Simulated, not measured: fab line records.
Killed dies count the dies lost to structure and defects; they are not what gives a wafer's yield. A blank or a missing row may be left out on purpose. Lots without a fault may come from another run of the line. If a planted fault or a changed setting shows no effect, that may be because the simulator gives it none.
Chamber matching | flow n5-finfet | 4 sister chambers for N5_PMOS_HMC_CHANNEL_EPI_CMP_21 on cmp-03
The step polishes SiGe30, target thk 54 nm. 8 wafers are shown with their chamber, then 8 later ones without.

== WAFERS, EACH WITH ITS CHAMBER ==
wafer  | chamber | motor-current-A (A)
L076.6 | 0       | 10.3
L077.6 | 1       | 13.0
L086.1 | 0       | 11.1
L086.2 | 1       | 13.8
L086.4 | 3       | 14.3
L088.5 | 3       | 13.6
L088.6 | 2       | 15.0
L091.1 | 2       | 14.4

== WAFERS WHOSE CHAMBER IS MISSING ==
wafer  | motor-current-A (A)
L091.3 | 10.5
L091.4 | 13.7
L095.2 | 15.4
L095.4 | 13.7
L095.5 | 10.5
L097.4 | 13.8
L097.5 | 13.2
L097.6 | 11.5

== WHICH CHAMBER EACH ONE RAN IN ==
wafer  | from the rows above          | in truth
L091.3 | 0                            | 0
L091.4 | can't be placed: 3 or 1 or 2 | 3
L095.2 | can't be placed: 2 or 3      | 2
L095.4 | can't be placed: 3 or 1 or 2 | 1
L095.5 | 0                            | 0
L097.4 | can't be placed: 3 or 1 or 2 | 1
L097.5 | can't be placed: 1 or 3      | 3
L097.6 | 0                            | 0
3 of 8 placed correctly. Unplaceable from these rows: 5, with the true chamber sitting among the candidates in 5. 0 placed wrongly.
How it was worked out, from the rows above alone: a wafer's distance from a chamber is the root of the sum, over the readings, of the square of ((its reading less the chamber's mean) divided by the reading's scatter). If the next closest chamber is less than 2 further off than the closest, the wafer can't be placed; otherwise it belongs to the closest. The mean given for a chamber averages the wafers shown for that chamber. The scatter: take each reading less its chamber's mean, square it, sum over the shown wafers, divide by the number of wafers less the number of chambers, and take the root.
